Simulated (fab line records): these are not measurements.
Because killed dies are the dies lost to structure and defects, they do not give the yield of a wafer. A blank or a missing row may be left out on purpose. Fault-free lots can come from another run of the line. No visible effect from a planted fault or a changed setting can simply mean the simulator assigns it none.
Matching of chambers | flow n5_finfet | N5_BEOL_M6_STRIP_19 on rie_diel-03 has 4 sister chambers
The step strips in O2. 27 wafers are shown with their chamber, then 12 later ones without.

== WAFERS, EACH WITH ITS CHAMBER ==
wafer  | chamber | drypump_motor_current_A (A) | showerhead_plenum_p_Torr (Torr) | throttle_valve_pct (%)
L075.1 | 3       | 5.9                         | 2.06                            | 16.38
L075.3 | 1       | 6.4                         | 2.10                            | 16.71
L075.5 | 3       | 5.9                         | 2.06                            | 16.38
L076.2 | 2       | 5.5                         | 2.04                            | 16.67
L076.3 | 3       | 5.9                         | 2.06                            | 16.39
L076.5 | 2       | 5.4                         | 2.04                            | 16.69
L077.3 | 3       | 5.9                         | 2.06                            | 16.37
L077.5 | 0       | 6.3                         | 2.07                            | 16.95
L077.6 | 1       | 6.3                         | 2.10                            | 16.68
L079.2 | 2       | 5.5                         | 2.04                            | 16.19
L079.3 | 1       | 6.3                         | 2.10                            | 16.71
L079.6 | 1       | 6.3                         | 2.10                            | 16.70
L083.3 | 1       | 6.4                         | 2.10                            | 16.72
L083.4 | 2       | 5.4                         | 2.04                            | 16.19
L083.5 | 1       | 6.4                         | 2.10                            | 16.73
L082.2 | 0       | 6.3                         | 2.07                            | 16.46
L082.3 | 1       | 6.3                         | 2.10                            | 16.72
L082.5 | 1       | 6.4                         | 2.10                            | 16.74
L086.1 | 0       | 6.3                         | 2.06                            | 16.47
L086.4 | 3       | 5.9                         | 2.05                            | 16.43
L086.6 | 2       | 5.5                         | 2.04                            | 16.23
L088.2 | 2       | 5.5                         | 2.04                            | 16.24
L088.5 | 1       | 6.4                         | 2.09                            | 16.72
L088.6 | 0       | 6.3                         | 2.06                            | 16.50
L090.1 | 3       | 5.9                         | 2.05                            | 16.43
L090.2 | 1       | 6.3                         | 2.09                            | 16.75
L090.6 | 2       | 5.5                         | 2.04                            | 16.24

SIGNATURES (averages over the wafers above)
reading                  | chamber 0 | chamber 1 | chamber 2 | chamber 3 | scatter within a chamber
drypump_motor_current_A  | 6.300     | 6.350     | 5.471     | 5.900     | 0.0413
showerhead_plenum_p_Torr | 2.0650    | 2.0980    | 2.0400    | 2.0567    | 0.00414
throttle_valve_pct       | 16.5950   | 16.7180   | 16.3500   | 16.3967   | 0.145
Rule: for each reading, subtract the chamber's mean from the wafer's reading, divide by that reading's scatter and square the result; add these up over the readings and take the root, which gives the wafer's distance from the chamber. The wafer belongs to the nearest chamber; if the next one is less than 2 further off, it can't be placed. The scatter: the root of (the sum of the squares of (reading less its chamber's mean) over the shown wafers, divided by (wafers less chambers)).

== WAFERS WITH NO CHAMBER GIVEN ==
wafer  | drypump_motor_current_A (A) | showerhead_plenum_p_Torr (Torr) | throttle_valve_pct (%)
L092.1 | 6.3                         | 2.06                            | 16.52
L092.2 | 6.3                         | 2.09                            | 16.76
L092.6 | 5.9                         | 2.05                            | 16.45
L094.1 | 6.3                         | 2.06                            | 16.51
L094.5 | 6.4                         | 2.09                            | 16.75
L094.6 | 5.4                         | 2.03                            | 16.26
L093.1 | 5.5                         | 2.03                            | 16.26
L093.4 | 6.3                         | 2.06                            | 16.50
L093.5 | 6.4                         | 2.09                            | 16.77
L095.1 | 5.9                         | 2.04                            | 16.46
L095.2 | 5.5                         | 2.03                            | 16.25
L095.4 | 5.9                         | 2.04                            | 16.46

== WHICH CHAMBER EACH ONE RAN IN ==
wafer  | from the rows above | in truth
L092.1 | 0                   | 0
L092.2 | 1                   | 1
L092.6 | 3                   | 3
L094.1 | 0                   | 0
L094.5 | 1                   | 1
L094.6 | 2                   | 2
L093.1 | 2                   | 2
L093.4 | 0                   | 0
L093.5 | 1                   | 1
L095.1 | 3                   | 3
L095.2 | 2                   | 2
L095.4 | 3                   | 3
Correct placement for 12 of the 12. Left unplaced by these rows: 0. Placed wrongly: 0.
